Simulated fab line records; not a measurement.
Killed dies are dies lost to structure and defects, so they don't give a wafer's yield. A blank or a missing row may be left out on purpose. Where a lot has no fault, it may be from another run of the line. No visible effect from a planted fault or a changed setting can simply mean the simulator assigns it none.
Chamber matching / flow nand_harc / 4 sister chambers for NHARC_A_CHANNEL_HOLE_D1_ETCH_44 on rie_diel-03
The step etches the open film in CF4/O2, target depth 140 nm, overetch 14 nm, time 77 s. 8 wafers are shown with their chamber, then 9 later ones without.

== WAFERS PAIRED WITH THEIR CHAMBERS ==
wafer=L081.4; chamber=2; drypump_motor_current_A (A)=6.05; rf_vpp_V (V)=197.6
wafer=L090.1; chamber=0; drypump_motor_current_A (A)=6.04; rf_vpp_V (V)=195.9
wafer=L090.6; chamber=0; drypump_motor_current_A (A)=6.02; rf_vpp_V (V)=195.9
wafer=L089.2; chamber=1; drypump_motor_current_A (A)=6.23; rf_vpp_V (V)=196.0
wafer=L089.5; chamber=3; drypump_motor_current_A (A)=5.70; rf_vpp_V (V)=200.4
wafer=L092.1; chamber=1; drypump_motor_current_A (A)=6.17; rf_vpp_V (V)=194.8
wafer=L092.3; chamber=2; drypump_motor_current_A (A)=6.04; rf_vpp_V (V)=199.7
wafer=L092.4; chamber=3; drypump_motor_current_A (A)=5.73; rf_vpp_V (V)=199.8

== WAFERS WITH NO CHAMBER GIVEN ==
wafer=L094.2; drypump_motor_current_A (A)=5.73; rf_vpp_V (V)=197.2
wafer=L094.4; drypump_motor_current_A (A)=6.06; rf_vpp_V (V)=196.7
wafer=L094.6; drypump_motor_current_A (A)=6.03; rf_vpp_V (V)=196.0
wafer=L097.1; drypump_motor_current_A (A)=6.03; rf_vpp_V (V)=197.6
wafer=L097.2; drypump_motor_current_A (A)=6.18; rf_vpp_V (V)=194.7
wafer=L097.5; drypump_motor_current_A (A)=6.14; rf_vpp_V (V)=197.5
wafer=L096.1; drypump_motor_current_A (A)=5.69; rf_vpp_V (V)=198.7
wafer=L096.5; drypump_motor_current_A (A)=6.01; rf_vpp_V (V)=196.7
wafer=L096.6; drypump_motor_current_A (A)=6.21; rf_vpp_V (V)=196.6

== CHAMBER TAKEN BY EACH ==
wafer=L094.2; from the rows above=3; in truth=3
wafer=L094.4; from the rows above=can't be placed: 0 or 2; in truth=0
wafer=L094.6; from the rows above=0; in truth=0
wafer=L097.1; from the rows above=can't be placed: 2 or 0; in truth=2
wafer=L097.2; from the rows above=1; in truth=1
wafer=L097.5; from the rows above=can't be placed: 1 or 2 or 0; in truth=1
wafer=L096.1; from the rows above=3; in truth=3
wafer=L096.5; from the rows above=can't be placed: 0 or 2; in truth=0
wafer=L096.6; from the rows above=1; in truth=1
Placed correctly: 5 of 9. Cannot be placed on the basis of these rows: 4; the candidates contain the true chamber in 4. Placed wrongly: 0.
How it was worked out, from the rows above alone: a wafer's distance from a chamber is the root of the sum, over the readings, of the square of ((its reading less the chamber's mean) divided by the reading's scatter). The wafer belongs to the nearest chamber; if the next one is less than 2 further off, it can't be placed. For every chamber, the mean is computed from those of its wafers that are shown. How the scatter is found: for the shown wafers, subtract from each reading the mean of its chamber, square and add these, divide the total by (wafers less chambers), then take the root.
